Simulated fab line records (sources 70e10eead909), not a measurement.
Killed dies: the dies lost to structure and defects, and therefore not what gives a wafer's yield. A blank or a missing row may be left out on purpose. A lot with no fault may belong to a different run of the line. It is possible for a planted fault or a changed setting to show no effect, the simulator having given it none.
A lot that was struck, set against a sound lot :: flow nand harc :: 38 out of 1159 route steps
Sound: the wafers L993.2, L993.4, L993.5. The struck wafers were L983.4, L983.5, L983.6. The cause is given at the end.
Each step with rows lists, per side, the tool, then ch with its chambers, then its first start. Under that, the readings that differ: sound wafers :: struck wafers :: difference of the means :: sigmas: that difference in standard deviations of wafers without a fault.
alike: readings with means less than 2 such deviations apart, plus words and numbers identical on both sides. not compared: withheld readings, readings lacking a value on some wafer, bounds such as >300 that could conceal the same value, and numbers that have no deviation in the record and whose values overlap.
A row with sigmas, a row that says differs or no value, or rows on one side alone: a step with any of these is where the two part. Numbers that don't overlap but have no deviation are shown without sigmas and don't part them. A reading that every wafer of one side lacks parts them only if that side has two wafers or more.

first, 9 steps without rows for these wafers: NHARC_A_CHANNEL_HOLE_D1_DEP_00 (deposits aC, target thk 3100 nm); NHARC_A_CHANNEL_HOLE_D1_DEP_01 (deposits SiON, target thk 140 nm); NHARC_A_CHANNEL_HOLE_D1_DEHYDRATE_02 (time 120 s); NHARC_A_CHANNEL_HOLE_D1_HMDS_03 (time 30 s); NHARC_A_CHANNEL_HOLE_D1_COAT_36 (time 75 s); NHARC_A_CHANNEL_HOLE_D1_COAT_37 (time 65 s); NHARC_A_CHANNEL_HOLE_D1_COAT_04 (resist thk 90 nm); NHARC_A_CHANNEL_HOLE_D1_SOFTBAKE_05 (time 55 s); NHARC_A_CHANNEL_HOLE_D1_EBR_06.
NHARC_A_CHANNEL_HOLE_D1_EXPOSE_07: exposes mask HOLE D1, target cd 100 nm.
  sound on arfi scanner-03 ch 0, day 13 05:48; struck on arfi scanner-01 ch 0, day 11 11:33
reading: exposure dose mJ cm2
sound: 59.55 59.61 59.64
struck: 52.54 52.48 52.57
difference: -7.07
sigmas: -99 or more
  alike: mask
then, 2 steps without rows for these wafers: NHARC_A_CHANNEL_HOLE_D1_PEB_08 (peb time 65 s); NHARC_A_CHANNEL_HOLE_D1_DEVELOP_09 (develop time 35 s).
NHARC_A_CHANNEL_HOLE_D1_CD_MEAS_10 targets a cd of 100 nm.
  sound on cd sem-02 ch 0, day 13 05:56; struck on cd sem-02 ch 0, day 11 11:41
reading: cd nm (nm)
sound: 99.3 99.2 99.1
struck: 95.7 94.6 95.2
difference: -4.0
sigmas: -6
NHARC_A_CHANNEL_HOLE_D1_DESCUM_15: chemistry O2, time 3 s.
  sound on rie diel-02 ch 0,1,3, day 13 06:08; struck on rie diel-10 ch 0,2,3, day 11 11:53
reading: model.A_CHANNEL_HOLE_D1.cd nm (nm)
sound: 99.2 100.3 99.37
struck: 94.73 94.22 93.63
difference: -5.43
sigmas: 
  alike: drypump motor current A, oes product au, rf vpp V, showerhead plenum p Torr, throttle valve pct
  not compared: rf hours counter h
then, 16 steps without rows for these wafers: NHARC_A_CHANNEL_HOLE_D1_ETCH_38 (etches the open film in CF4, target depth 39 nm, time 65 s); NHARC_A_CHANNEL_HOLE_D1_ETCH_39 (etches the open film in N2/H2, target depth 260 nm, time 325 s); NHARC_A_CHANNEL_HOLE_D1_ETCH_34 (etches the open film in CF4/CHF3, target depth 154 nm, time 77 s); NHARC_A_CHANNEL_HOLE_D1_ETCH_16 (etches the open film in O2/COS, target depth 3100 nm, time 806 s); NHARC_A_CHANNEL_HOLE_D1_ETCH_19 (etches the open film in C4F8/O2/Ar, time 34.5 s); NHARC_A_CHANNEL_HOLE_D1_ETCH_20 (etches the open film in C4F8/O2/Ar, time 361.9 s, target depth 1600 nm); NHARC_A_CHANNEL_HOLE_D1_ETCH_21 (etches the open film in C4F8/O2/Ar, time 514.3 s, target depth 1600 nm); NHARC_A_CHANNEL_HOLE_D1_ETCH_22 (etches the open film in C4F8/O2/Ar, time 666.7 s, target depth 1600 nm); NHARC_A_CHANNEL_HOLE_D1_ETCH_23 (etches the open film in C4F8/O2/Ar, time 819 s, target depth 1600 nm); NHARC_A_CHANNEL_HOLE_D1_ETCH_24 (etches the open film in C4F8/O2/Ar, time 906.2 s, target depth 1500 nm); NHARC_A_CHANNEL_HOLE_D1_ETCH_25 (etches the open film in C4F8/O2/Ar, time 1040.2 s, target depth 1500 nm); NHARC_A_CHANNEL_HOLE_D1_ETCH_26 (etches the open film in C4F8/O2/Ar, time 224.1 s, target depth 300 nm); NHARC_A_CHANNEL_HOLE_D1_ETCH_33 (etches the open film in C4F8/O2/Ar, time 90 s, target depth 400 nm); NHARC_A_CHANNEL_HOLE_D1_STRIP_41 (strips in N2/H2); NHARC_A_CHANNEL_HOLE_D1_STRIP_42 (strips in CF4/CHF3); NHARC_A_CHANNEL_HOLE_D1_STRIP_43 (strips in O2/COS).
NHARC_A_CHANNEL_HOLE_D1_ETCH_44: etches the open film in CF4/O2, target depth 140 nm, overetch 14 nm, time 77 s.
  sound on rie diel-10 ch 2,3, day 13 12:05; struck on rie diel-08 ch 0,2,3, day 11 20:27
reading: model.A_CHANNEL_HOLE_D1.cd nm (nm)
sound: 90.1 87.97 91.34
struck: 84.54 80.89 83.31
difference: -6.89
sigmas: 
  alike: drypump motor current A, oes product au, rf vpp V, showerhead plenum p Torr, throttle valve pct
  not compared: rf hours counter h
then, 3 steps without rows for these wafers: NHARC_A_CHANNEL_HOLE_D1_STRIP_27 (strips in O2); NHARC_A_CHANNEL_HOLE_D1_PRECLEAN_28 (cleans in SC1); NHARC_A_CHANNEL_HOLE_D1_SRD_29.
NHARC_A_CHANNEL_HOLE_D1_CD_MEAS_30:
  sound on cd sem-03 at day 13 13:01; struck on cd sem-02 at day 11 21:14
reading: cd nm (nm)
sound: 90.3 88.0 91.6
struck: 84.4 81.3 83.5
difference: -6.9
sigmas: -3
NHARC_A_CHANNEL_HOLE_D1_XSEM_31:
  sound on xsem-02 ch 0, day 13 13:06; struck on xsem-02 ch 0, day 11 21:20
reading: bot cd nm (nm)
sound: 73.5 72.5 76.4
struck: 69.2 66.1 67.7
difference: -6.5
sigmas: -3
  alike: bow nm, tilt deg
-- break in the record here, with 11 days between the starts of the struck wafers on either side (left off in module A_CHANNEL_HOLE_D1, picked up again in module END, where the first step shown is number 1158 on the route) --
NHARC_END_WLT_00:
  sound on prober-02 at day 24 08:57; struck on prober-01 at day 23 04:50
reading: VT_DECK1_BOTTOM
sound: 0.868 0.859 0.873
struck: 0.840 0.837 0.839
difference: -0.028
sigmas: -4

reading: VT_DECK1_BOTTOM_INNER
sound: 0.870 0.866 0.872
struck: 0.849 0.841 0.848
difference: -0.023
sigmas: -3

reading: VT_DECK1_MEDIAN_NEAR_BOTTOM
sound: 0.876 0.867 0.876
struck: 0.842 0.831 0.843
difference: -0.034
sigmas: -4

reading: VT_DECK1_MEDIAN_NEAR_BOTTOM_INNER
sound: 0.874 0.865 0.876
struck: 0.842 0.844 0.844
difference: -0.028
sigmas: -4

reading: VT_DECK1_MIDDLE
sound: 0.885 0.874 0.871
struck: 0.869 0.852 0.857
difference: -0.017
sigmas: -3

reading: VT_DECK1_MIDDLE_INNER
sound: 0.880 0.878 0.883
struck: 0.870 0.856 0.853
difference: -0.021
sigmas: -3

reading: VT_DECK1_TOP_INNER
sound: 0.885 0.890 0.895
struck: 0.882 0.873 0.871
difference: -0.015
sigmas: -2
  alike: VT_DECK1_TOP
NHARC_END_SORT_01:
  sound on prober-02 ch 0, day 24 12:15; struck on prober-01 ch 0, day 23 08:43
reading: killed at array
sound: 39 41 31
struck: 11 12 17
difference: -24
sigmas: -2

reading: killed dies
sound: 44 44 33
struck: 13 15 21
difference: -24
sigmas: -2
  alike: killed at other, killed at periphery, killed open, killed short

## WHERE THEY PART
At NHARC_A_CHANNEL_HOLE_D1_EXPOSE_07 first; at NHARC_END_SORT_01 last (within this record only).

WHY: the cause the simulator had injected
Process parameter drift: arfi scanner-01, from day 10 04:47 on, at NHARC_A_CHANNEL_HOLE_D1_EXPOSE_07. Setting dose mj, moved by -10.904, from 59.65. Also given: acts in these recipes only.
